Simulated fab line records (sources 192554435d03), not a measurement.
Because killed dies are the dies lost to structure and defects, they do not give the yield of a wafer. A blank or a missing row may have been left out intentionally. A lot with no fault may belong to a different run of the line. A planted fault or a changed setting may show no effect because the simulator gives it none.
Split-lot trial | flow n5 finfet | 39 wafers read from 7 lots, route of 1938 steps

ON THE SPLIT
At N5_SD_EPI_P_EPI_21 (deposits SiGe:B, time 355 s), the setting epi growth time s was moved away from the recipe's 355 s on 6 of the 39 wafers read, by -44.3% to +16.3%. The other wafers ran this setting at the recipe's value.

FROM THE SPLIT TO THE READING: what the file shows between them, 5 steps
- N5_SD_EPI_P_EPI_MEAS_23
- N5_SD_EPI_P_HM_STRIP_48: strips SiNx in H3PO4, material SiNx, target depth 3 nm
- N5_SD_EPI_P_SRD_49: time 30 s
- N5_SD_ACTIVATION_RTA_00: time 0 s
- N5_SD_ACTIVATION_LSA_01: time 0.0008 s

THE READING
RS_SD_P (ohm/sq), read at N5_SD_ACTIVATION_RS_MEAS_03 with a four-point probe. Typical for fault-free wafers on this fab line: 56.0 ohm/sq, with standard deviation 0.86 ohm/sq.

wafer  | tool, chamber at the split | epi growth time s as run, s | against the recipe | RS_SD_P, ohm/sq | against lot-mates on the recipe
L075.1 | epi rpcvd-03, 0            | 355                         | recipe             | 55.6            | -
L075.2 | epi rpcvd-03, 0            | 355                         | recipe             | 56.0            | -
L075.3 | epi rpcvd-03, 0            | 355                         | recipe             | 56.1            | -
L075.4 | epi rpcvd-03, 0            | 355                         | recipe             | 55.4            | -
L075.5 | epi rpcvd-03, 0            | 355                         | recipe             | 55.7            | -
L075.6 | epi rpcvd-03, 0            | 355                         | recipe             | 56.1            | -
L078.1 | epi rpcvd-01, 0            | 355                         | recipe             | 54.5            | -
L078.2 | epi rpcvd-01, 0            | 355                         | recipe             | 55.2            | -
L078.3 | epi rpcvd-01, 0            | 355                         | recipe             | 53.9            | -
L078.4 | epi rpcvd-01, 0            | 355                         | recipe             | 54.9            | -
L078.5 | epi rpcvd-01, 0            | 355                         | recipe             | 55.5            | -
L078.6 | epi rpcvd-01, 0            | 355                         | recipe             | 54.9            | -
L082.1 | epi rpcvd-01, 0            | 197.6                       | -44.3%             | 91.6            | +36.8
L082.2 | epi rpcvd-01, 0            | 197.6                       | -44.3%             | 92.8            | +38.0
L082.3 | epi rpcvd-01, 0            | 355                         | recipe             | 54.5            | -
L082.4 | epi rpcvd-01, 0            | 355                         | recipe             | 54.9            | -
L082.5 | epi rpcvd-01, 0            | 355                         | recipe             | 54.9            | -
L082.6 | epi rpcvd-01, 0            | 197.6                       | -44.3%             | 90.7            | +35.9
L085.1 | epi rpcvd-01, 0            | 355                         | recipe             | 57.7            | -
L085.2 | epi rpcvd-01, 0            | 355                         | recipe             | 56.3            | -
L085.3 | epi rpcvd-01, 0            | 355                         | recipe             | 57.0            | -
L085.4 | epi rpcvd-01, 0            | 355                         | recipe             | 56.6            | -
L085.5 | epi rpcvd-01, 0            | 355                         | recipe             | 56.7            | -
L085.6 | epi rpcvd-01, 0            | 355                         | recipe             | 56.4            | -
L088.1 | epi rpcvd-04, 0            | 355                         | recipe             | 56.1            | -
L088.2 | epi rpcvd-04, 0            | 355                         | recipe             | 55.3            | -
L088.4 | epi rpcvd-04, 0            | 355                         | recipe             | 55.7            | -
L091.1 | epi rpcvd-03, 0            | 412.7                       | +16.3%             | 51.0            | -6.4
L091.2 | epi rpcvd-03, 0            | 412.7                       | +16.3%             | 52.1            | -5.3
L091.3 | epi rpcvd-03, 0            | 355                         | recipe             | 57.5            | -
L091.4 | epi rpcvd-03, 0            | 355                         | recipe             | 57.3            | -
L091.5 | epi rpcvd-03, 0            | 412.7                       | +16.3%             | 51.4            | -6.0
L091.6 | epi rpcvd-03, 0            | 355                         | recipe             | 57.3            | -
L097.1 | epi rpcvd-01, 0            | 355                         | recipe             | 56.0            | -
L097.2 | epi rpcvd-01, 0            | 355                         | recipe             | 56.6            | -
L097.3 | epi rpcvd-01, 0            | 355                         | recipe             | 56.3            | -
L097.4 | epi rpcvd-01, 0            | 355                         | recipe             | 56.4            | -
L097.5 | epi rpcvd-01, 0            | 355                         | recipe             | 55.6            | -
L097.6 | epi rpcvd-01, 0            | 355                         | recipe             | 55.4            | -

FIT RESULTS
A straight line over all 39 wafers: RS_SD_P changes by -0.734 ohm/sq for each +1% of epi growth time s; r = -0.97; the points scatter about the line by 2.4 ohm/sq.
The same after taking each lot's own level away (the mean of its wafers on the recipe; 39 wafers): -0.768 ohm/sq for each +1%; r = -0.98; scatter 2 ohm/sq.
On that fit, the largest move of epi growth time s shifts the reading by 34 ohm/sq.
The span of the lots' own levels, 54.77 to 57.37 ohm/sq, comes to 3.0 times the standard deviation stated above.
Hence the lot-to-lot level has little effect on the slope; both slopes agree.
Check: with one of the wafers moved furthest among these (-44.3%) left out of the fit, the line predicts +33.9 ohm/sq for it against its lot-mates. It came out at +36.8 ohm/sq against them.

OTHER SPLITS APPLIED TO THESE WAFERS
Other splits were also applied to these wafers ahead of the reading. Each is held against what the fit with the lots' levels taken away leaves over:
other split on the same wafers          | wafers away from the commonest value | r with RS_SD_P (lot level and that fit taken away)
N5_ZERO_LAYER_DEVELOP_10 develop time s | 15                                   | +0.14

THE WHOLE CHAIN: every reading that the file lists as answering this split, in the file's order
step                        | what it does                 | reading                                                                           | change (the file's fit)               | r (the file's)
N5_SD_EPI_P_EPI_21          | deposits SiGe:B, time 355 s  | SiGe-B_of_SD_EPI_P_EPI_21.thk nm (the simulator's own value, which no gauge read) | +0.534 nm for each +1% of the setting | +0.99
N5_SD_EPI_P_EPI_MEAS_23     |                              | thk nm                                                                            | withheld for each +1% of the setting  | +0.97
N5_SD_ACTIVATION_RS_MEAS_03 | measures by four-point-probe | RS_SD_P                                                                           | -0.777 for each +1% of the setting    | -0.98

FILE'S OWN FIT
RS_SD_P changes by -0.777 ohm/sq for each +1% of epi growth time s, r = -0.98.
